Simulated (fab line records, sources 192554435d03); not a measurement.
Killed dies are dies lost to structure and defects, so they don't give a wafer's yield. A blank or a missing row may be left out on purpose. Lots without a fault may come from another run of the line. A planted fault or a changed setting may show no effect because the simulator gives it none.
Chamber matching | flow n5_finfet | N5_BEOL_M2_DESCUM_16 on rie_diel-06: 4 sister chambers
The step chemistry O2, time 7 s. 4 wafers are shown with their chamber, then 7 later ones without.

WAFERS WITH THEIR CHAMBER
wafer  | chamber | showerhead_plenum_p_Torr (Torr)
L079.5 | 2       | 2.15
L085.5 | 1       | 2.04
L086.1 | 3       | 1.99
L086.3 | 0       | 2.17

WAFERS WITHOUT THEIR CHAMBER
wafer  | showerhead_plenum_p_Torr (Torr)
L086.5 | 2.17
L091.2 | 2.14
L091.5 | 2.03
L091.6 | 2.17
L095.2 | 2.17
L095.5 | 2.17
L095.6 | 1.99

WHICH CHAMBER EACH WENT THROUGH
wafer  | from the rows above | in truth
L086.5 | 0                   | 0
L091.2 | 2                   | 2
L091.5 | 1                   | 1
L091.6 | 0                   | 0
L095.2 | 0                   | 0
L095.5 | 0                   | 0
L095.6 | 3                   | 3
Placed correctly: 7 of 7. Can't be placed from these rows: 0. Placed wrongly: 0.
How it was worked out, from the rows above alone: a wafer's distance from a chamber is the root of the sum, over the readings, of the square of ((its reading less the chamber's mean) divided by the reading's scatter). The wafer belongs to the nearest chamber; if the next one is less than 2 further off, it can't be placed. A chamber's mean is the mean of its shown wafers. The scatter: with one shown wafer a chamber, the root of the mean of the squares of how far each hidden wafer lies from its nearest shown one.
